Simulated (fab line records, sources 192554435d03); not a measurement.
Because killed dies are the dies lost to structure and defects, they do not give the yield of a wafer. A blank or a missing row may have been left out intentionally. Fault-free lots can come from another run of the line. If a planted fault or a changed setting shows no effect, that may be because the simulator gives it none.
A struck lot beside a sound one + flow n5_finfet + 21 steps out of a route of 1938
Sound: wafers L857.1, L857.3, L857.5. Wafers struck: L873.2, L873.4, L873.6. The cause is named last.
For every step that has rows: the tool of each side, followed by ch and its chambers, followed by its first start. Under that, the readings that differ: sound wafers + struck wafers + difference of the means + sigmas: that difference in standard deviations of wafers without a fault.
alike: readings with means less than 2 such deviations apart, plus words and numbers identical on both sides. not compared: withheld readings, readings lacking a value on some wafer, bounds such as >300 that could conceal the same value, and numbers that have no deviation in the record and whose values overlap.
A row with sigmas, a row that says differs or no value, or rows on one side alone: a step with any of these is where the two part. When numbers do not overlap yet have no deviation, they are printed without sigmas and do not part them. Lack of a reading on every wafer of one side parts them only where that side has two or more wafers.

first, 7 steps without rows for these wafers: N5_BEOL_M5_COAT_71 (time 60 s, resist thk 5 nm); N5_BEOL_M5_COAT_05 (resist thk 30 nm); N5_BEOL_M5_EBR_07; N5_BEOL_M5_SOFTBAKE_06 (time 60 s); N5_BEOL_M5_EXPOSE_08 (exposes mask M5, target cd 28 nm); N5_BEOL_M5_PEB_09 (peb time 60 s); N5_BEOL_M5_DEVELOP_10 (develop time 30 s).
N5_BEOL_M5_CD_MEAS_11: target cd 27.74 nm.
  sound on cd_sem-03 ch 0, day 7 18:47; struck on cd_sem-02 ch 0, day 12 14:35
  alike: cd_nm
N5_BEOL_M5_OVL_MEAS_12:
  sound on overlay-01 ch 0, day 7 18:49; struck on overlay-02 ch 0, day 12 14:38
  alike: M5_OVL
N5_BEOL_M5_INSPECT_13: inspects for defects (brightfield).
  sound on defect_inspect-01 at day 7 18:53; struck on defect_inspect-01 at day 12 14:41
  alike: raw_defect_count
N5_BEOL_M5_DESCUM_16: chemistry O2, time 7 s.
  sound on rie_diel-03 ch 0,1,3, day 7 18:55; struck on rie_diel-03 ch 0,1,3, day 12 14:43
  alike: drypump_motor_current_A, oes_product_au, rf_vpp_V, showerhead_plenum_p_Torr, throttle_valve_pct
  not compared: rf_hours_counter_h
N5_BEOL_M5_ETCH_72: etches underlayer in N2/H2, target depth 6.5 nm, time 5.2 s.
  sound on rie_diel-03 ch 0,1,3, day 7 18:57; struck on rie_diel-03 ch 0,1,3, day 12 14:45
  alike: bias_w, chamber_pressure_mTorr, drypump_motor_current_A, etch_rf_on_time_s, oes_product_au, rf_vpp_V, showerhead_plenum_p_Torr, throttle_valve_pct
  not compared: rf_hours_counter_h
N5_BEOL_M5_ETCH_61: etches SiARC in CF4, target depth 15.6 nm, time 26 s.
  sound on rie_diel-03 ch 0,1,3, day 7 18:58; struck on rie_diel-03 ch 0,1,3, day 12 14:46
  no value came back on the struck wafers for any of 8 readings (bias_w (W), cf4_flow_sccm (sccm) and others); on the sound wafers bias_w (W) reads 35.72 36.18 35.91
  not compared: rf_hours_counter_h
N5_BEOL_M5_ETCH_62: etches SOC in N2/H2, target depth 75 nm, overetch 15 nm, time 112.5 s.
  sound on rie_diel-03 ch 0,1,3, day 7 18:59; struck on rie_diel-03 ch 0,1,3, day 12 14:48
| reading               | sound          | struck         | difference | sigmas |
|-----------------------|----------------|----------------|------------|--------|
| oes_product_au (a.u.) | 0.68 0.62 0.57 | 0.27 0.31 0.28 | -0.34      | -5     |
  alike: bias_w, chamber_pressure_mTorr, drypump_motor_current_A, rf_vpp_V, showerhead_plenum_p_Torr, throttle_valve_pct
  not compared: rf_hours_counter_h
then, 2 steps without rows for these wafers: N5_BEOL_M5_STRIP_63 (strips in N2/H2); N5_BEOL_M5_STRIP_73 (strips in N2/H2).
N5_BEOL_M5_STRIP_64: strips in CF4.
  sound on rie_diel-03 ch 0,1,3, day 7 19:07; struck on rie_diel-03 ch 0,1,3, day 12 14:55
  alike: drypump_motor_current_A, oes_product_au, rf_vpp_V, showerhead_plenum_p_Torr, throttle_valve_pct
  not compared: rf_hours_counter_h
N5_BEOL_M5_HM_OPEN_17: chemistry Cl2/BCl3, target TiN, target depth 20 nm, overetch 6 nm.
  sound on rie_metal-01 ch 1, day 7 19:10; struck on rie_metal-01 ch 0,1, day 12 14:58
| reading                | sound             | struck            | difference | sigmas |
|------------------------|-------------------|-------------------|------------|--------|
| oes_product_au (a.u.)  | 0.70 0.70 0.70    | 0.28 0.29 0.29    | -0.41      | -6     |
| throttle_valve_pct (%) | 22.22 22.22 22.22 | 22.41 22.91 22.91 | +0.52      | +3     |
  alike: drypump_motor_current_A
  not compared: rf_hours_counter_h
N5_BEOL_M5_STRIP_19: strips in O2.
  sound on rie_diel-03 ch 0,1,3, day 7 19:22; struck on rie_diel-03 ch 1,2, day 12 15:04
  alike: drypump_motor_current_A, oes_product_au, rf_vpp_V, showerhead_plenum_p_Torr, throttle_valve_pct
  not compared: rf_hours_counter_h
N5_BEOL_M5_CD_MEAS_18: pitch 56 nm, target cd 28 nm.
  sound on cd_sem-02 at day 7 19:26; struck on cd_sem-02 at day 12 15:09
| reading    | sound          | struck | difference                    | sigmas |
|------------|----------------|--------|-------------------------------|--------|
| cd_nm (nm) | 28.3 28.6 28.2 | - - -  | no value on the struck wafers |        |
then, 1 step without rows for these wafers: N5_BEOL_M5_COAT_65 (time 60 s, resist thk 60 nm).

== WHERE THEY PART ==
Last at N5_BEOL_M5_CD_MEAS_18 as far as this record goes, first at N5_BEOL_M5_ETCH_61.

WHY: the cause the simulator had injected
Step skipped in full: rie_diel-03, at N5_BEOL_M5_ETCH_61, from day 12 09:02 onward. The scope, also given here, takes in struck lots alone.
